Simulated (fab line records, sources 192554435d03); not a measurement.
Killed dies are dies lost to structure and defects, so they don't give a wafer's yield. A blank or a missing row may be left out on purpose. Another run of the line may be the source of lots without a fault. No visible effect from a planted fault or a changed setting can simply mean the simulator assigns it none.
Matching of chambers + flow n5_finfet + N5_BEOL_M7_ETCH_62 on rie_diel-03 has 4 sister chambers
The step etches SOC in N2/H2, target depth 110 nm, overetch 22 nm, time 165 s. 4 wafers are shown with their chamber, then 7 later ones without.

== WAFERS PAIRED WITH THEIR CHAMBERS ==
| wafer  | chamber | drypump_motor_current_A (A) |
|--------|---------|-----------------------------|
| L134.5 | 3       | 5.8                         |
| L134.6 | 2       | 5.7                         |
| L144.2 | 1       | 6.3                         |
| L144.4 | 0       | 5.1                         |

== WAFERS WITHOUT THEIR CHAMBER ==
| wafer  | drypump_motor_current_A (A) |
|--------|-----------------------------|
| L144.5 | 5.6                         |
| L146.3 | 5.8                         |
| L146.4 | 5.6                         |
| L146.6 | 6.3                         |
| L148.2 | 6.3                         |
| L148.3 | 5.8                         |
| L148.5 | 5.6                         |

== CHAMBER TAKEN BY EACH ==
| wafer  | from the rows above     | in truth |
|--------|-------------------------|----------|
| L144.5 | can't be placed: 2 or 3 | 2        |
| L146.3 | can't be placed: 3 or 2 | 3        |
| L146.4 | can't be placed: 2 or 3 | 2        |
| L146.6 | 1                       | 1        |
| L148.2 | 1                       | 1        |
| L148.3 | can't be placed: 3 or 2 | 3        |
| L148.5 | can't be placed: 2 or 3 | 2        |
Placed correctly: 2 of 7. Not placeable from these rows: 5 (in 5, the candidates include the true chamber). Number placed wrongly: 0.
How it was worked out, from the rows above alone: a wafer's distance from a chamber is the root of the sum, over the readings, of the square of ((its reading less the chamber's mean) divided by the reading's scatter). If the next closest chamber is less than 2 further off than the closest, the wafer can't be placed; otherwise it belongs to the closest. For every chamber, the mean is computed from those of its wafers that are shown. The scatter: root of mean squared gap, hidden wafer to nearest shown wafer, with one shown wafer a chamber.
